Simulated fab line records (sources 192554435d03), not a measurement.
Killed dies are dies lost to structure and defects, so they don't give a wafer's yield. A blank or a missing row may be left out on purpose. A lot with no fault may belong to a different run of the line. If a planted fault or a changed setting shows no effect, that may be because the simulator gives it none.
Split-lot trial / flow n5 finfet / 7 lots, 21 wafers read, on a route of 1938 steps

## ON THE SPLIT
At N5_MOL_CONTACT_COAG_EXPOSE_05 (exposes mask CA, defocus 0 nm), the setting dose mj was moved away from the recipe's 38.25 on 5 of the 21 wafers read, by -6.6% to +6.0%. This setting was run at the recipe's value on the other wafers.

## FROM THE SPLIT TO THE READING: what the file shows between them, 13 steps
- N5_MOL_CONTACT_COAG_PEB_06: peb time 60 s
- N5_MOL_CONTACT_COAG_DEVELOP_07: develop time 30 s
- N5_MOL_CONTACT_COAG_CD_MEAS_08: target cd 28 nm
- N5_MOL_CONTACT_COAG_DESCUM_13: chemistry O2, time 7 s
- N5_MOL_CONTACT_COAG_ETCH_59: etches underlayer in N2/H2, target depth 13 nm, time 10.4 s
- N5_MOL_CONTACT_COAG_ETCH_105: etches SiARC in CF4, target depth 15.6 nm, time 26 s
- N5_MOL_CONTACT_COAG_ETCH_106: etches SOC in N2/H2, target depth 80 nm, overetch 16 nm, time 120 s
- N5_MOL_CONTACT_COAG_STRIP_107: strips in N2/H2
- N5_MOL_CONTACT_COAG_CONTACT_ETCH_14: etches SiO2 in C4F6/O2, target depth 27.5 nm, overetch 8.5 nm, time 20 s
- N5_MOL_CONTACT_COAG_STRIP_109: strips in C4F6/O2
- N5_MOL_CONTACT_COAG_ETCH_15: etches SiNx in CH3F/O2, stops on Si:P, target depth 7 nm
- N5_MOL_CONTACT_COAG_ETCH_110: etches Si in CF4/O2, target depth 2.5 nm, time 8 s
- N5_MOL_CONTACT_COAG_STRIP_98: strips in N2/H2

## THE READING
cd nm at N5_MOL_CONTACT_COAG_CD_MEAS_99, given in nm (cd target 17.2 nm). Fault-free wafers of this fab line usually give 17.1 nm, standard deviation 0.37 nm.

wafer=L076.1; tool, chamber at the split=euv scanner-01, 0; dose mj as run=38.25; against the recipe=recipe; cd nm, nm=17.2; against lot-mates on the recipe=-
wafer=L076.3; tool, chamber at the split=euv scanner-01, 0; dose mj as run=38.25; against the recipe=recipe; cd nm, nm=17.2; against lot-mates on the recipe=-
wafer=L076.5; tool, chamber at the split=euv scanner-01, 0; dose mj as run=38.25; against the recipe=recipe; cd nm, nm=17.2; against lot-mates on the recipe=-
wafer=L078.4; tool, chamber at the split=euv scanner-02, 0; dose mj as run=38.25; against the recipe=recipe; cd nm, nm=17.0; against lot-mates on the recipe=-
wafer=L078.5; tool, chamber at the split=euv scanner-02, 0; dose mj as run=38.25; against the recipe=recipe; cd nm, nm=17.0; against lot-mates on the recipe=-
wafer=L078.6; tool, chamber at the split=euv scanner-02, 0; dose mj as run=38.25; against the recipe=recipe; cd nm, nm=16.8; against lot-mates on the recipe=-
wafer=L080.2; tool, chamber at the split=euv scanner-01, 0; dose mj as run=35.79; against the recipe=-6.4%; cd nm, nm=15.4; against lot-mates on the recipe=-1.7
wafer=L080.4; tool, chamber at the split=euv scanner-01, 0; dose mj as run=38.25; against the recipe=recipe; cd nm, nm=17.1; against lot-mates on the recipe=-
wafer=L080.6; tool, chamber at the split=euv scanner-01, 0; dose mj as run=35.79; against the recipe=-6.4%; cd nm, nm=15.1; against lot-mates on the recipe=-2.0
wafer=L081.4; tool, chamber at the split=euv scanner-02, 0; dose mj as run=38.25; against the recipe=recipe; cd nm, nm=17.2; against lot-mates on the recipe=-
wafer=L081.5; tool, chamber at the split=euv scanner-02, 0; dose mj as run=36.52; against the recipe=-4.5%; cd nm, nm=16.2; against lot-mates on the recipe=-1.1
wafer=L081.6; tool, chamber at the split=euv scanner-02, 0; dose mj as run=38.25; against the recipe=recipe; cd nm, nm=17.3; against lot-mates on the recipe=-
wafer=L084.1; tool, chamber at the split=euv scanner-02, 0; dose mj as run=38.25; against the recipe=recipe; cd nm, nm=16.7; against lot-mates on the recipe=-
wafer=L084.4; tool, chamber at the split=euv scanner-02, 0; dose mj as run=38.25; against the recipe=recipe; cd nm, nm=16.8; against lot-mates on the recipe=-
wafer=L084.6; tool, chamber at the split=euv scanner-02, 0; dose mj as run=40.54; against the recipe=+6.0%; cd nm, nm=18.2; against lot-mates on the recipe=+1.4
wafer=L086.2; tool, chamber at the split=euv scanner-01, 0; dose mj as run=35.74; against the recipe=-6.6%; cd nm, nm=15.4; against lot-mates on the recipe=-1.2
wafer=L086.5; tool, chamber at the split=euv scanner-01, 0; dose mj as run=38.25; against the recipe=recipe; cd nm, nm=16.5; against lot-mates on the recipe=-
wafer=L086.6; tool, chamber at the split=euv scanner-01, 0; dose mj as run=38.25; against the recipe=recipe; cd nm, nm=16.8; against lot-mates on the recipe=-
wafer=L092.2; tool, chamber at the split=euv scanner-02, 0; dose mj as run=38.25; against the recipe=recipe; cd nm, nm=17.4; against lot-mates on the recipe=-
wafer=L092.3; tool, chamber at the split=euv scanner-02, 0; dose mj as run=38.25; against the recipe=recipe; cd nm, nm=17.5; against lot-mates on the recipe=-
wafer=L092.4; tool, chamber at the split=euv scanner-02, 0; dose mj as run=38.25; against the recipe=recipe; cd nm, nm=17.0; against lot-mates on the recipe=-

FIT RESULTS
A straight line over all 21 wafers: cd nm changes by +0.242 nm for each +1% of dose mj; r = +0.94; the points scatter about the line by 0.27 nm.
The same after taking each lot's own level away (the mean of its wafers on the recipe; 21 wafers): +0.249 nm for each +1%; r = +0.97; scatter 0.17 nm.
Per that fit: largest dose mj move, reading shift of 1.6 nm.
Measured against the standard deviation above, the lots' own levels, which go from 16.65 to 17.30 nm, span 1.8 times it.
So the lot-to-lot level changes the slope little: the two slopes agree.
Check: with one of the wafers moved furthest among these (-6.6%) left out of the fit, the line predicts -1.76 nm for it against its lot-mates. It came out at -1.25 nm against them.

## THE WHOLE CHAIN: every reading that the file lists as answering this split, in the file's order
step=N5_MOL_CONTACT_COAG_CD_MEAS_08; what it does=target cd 28 nm; reading=cd nm; change (the file's fit)=+0.273 nm for each +1% of the setting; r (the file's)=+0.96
step=N5_MOL_CONTACT_COAG_ETCH_59; what it does=etches underlayer in N2/H2, target depth 13 nm, time 10.4 s; reading=MOL_CONTACT_COAG.cd offset nm (the simulator's own value, which no gauge read); change (the file's fit)=+0.232 nm for each +1% of the setting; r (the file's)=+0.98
step=N5_MOL_CONTACT_COAG_ETCH_105; what it does=etches SiARC in CF4, target depth 15.6 nm, time 26 s; reading=MOL_CONTACT_COAG.cd offset nm (the simulator's own value, which no gauge read); change (the file's fit)=+0.222 nm for each +1% of the setting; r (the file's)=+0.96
step=N5_MOL_CONTACT_COAG_ETCH_15; what it does=etches SiNx in CH3F/O2, stops on Si:P, target depth 7 nm; reading=MOL_CONTACT_COAG.cd offset nm (the simulator's own value, which no gauge read); change (the file's fit)=+0.244 nm for each +1% of the setting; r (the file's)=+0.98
step=N5_MOL_CONTACT_COAG_CD_MEAS_99; what it does=target cd 17.2 nm; reading=cd nm; change (the file's fit)=+0.238 nm for each +1% of the setting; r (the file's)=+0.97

## FILE'S OWN FIT
cd nm changes by +0.238 nm for each +1% of dose mj, r = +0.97.
